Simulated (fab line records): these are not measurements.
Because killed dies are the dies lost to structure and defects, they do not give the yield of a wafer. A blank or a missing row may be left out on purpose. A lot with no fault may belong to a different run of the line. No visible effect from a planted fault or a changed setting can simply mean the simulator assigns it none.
Chamber matching | flow n5_finfet | 3 sister chambers for N5_FIN_SAQP_PECVD_06 on pecvd-01
The step deposits a-Si from SiH4/He, target thk 60 nm, time 48.1 s. 3 wafers are shown with their chamber, then 9 later ones without.

== WAFERS PAIRED WITH THEIR CHAMBERS ==
wafer  | chamber | heater_power_w (W)
L086.4 | 0       | 838
L093.3 | 1       | 1176
L093.5 | 2       | 1034

== WAFERS MISSING THEIR CHAMBER ==
wafer  | heater_power_w (W)
L094.1 | 785
L094.2 | 977
L094.5 | 790
L096.3 | 919
L096.5 | 936
L096.6 | 889
L097.1 | 1070
L097.3 | 907
L097.5 | 1086

== EACH ONE'S CHAMBER ==
wafer  | from the rows above     | in truth
L094.1 | 0                       | 0
L094.2 | can't be placed: 2 or 0 | 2
L094.5 | 0                       | 0
L096.3 | can't be placed: 0 or 2 | 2
L096.5 | can't be placed: 0 or 2 | 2
L096.6 | can't be placed: 0 or 2 | 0
L097.1 | can't be placed: 2 or 1 | 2
L097.3 | can't be placed: 0 or 2 | 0
L097.5 | can't be placed: 2 or 1 | 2
2 of 9 placed correctly. Not placeable from these rows: 7 (in 7, the candidates include the true chamber). 0 placed wrongly.
How it was worked out, from the rows above alone: a wafer's distance from a chamber is the root of the sum, over the readings, of the square of ((its reading less the chamber's mean) divided by the reading's scatter). The wafer belongs to the nearest chamber; if the next one is less than 2 further off, it can't be placed. For every chamber, the mean is computed from those of its wafers that are shown. The scatter (one wafer shown for each chamber): square how far every hidden wafer sits from the nearest shown wafer, average those squares and take the square root.
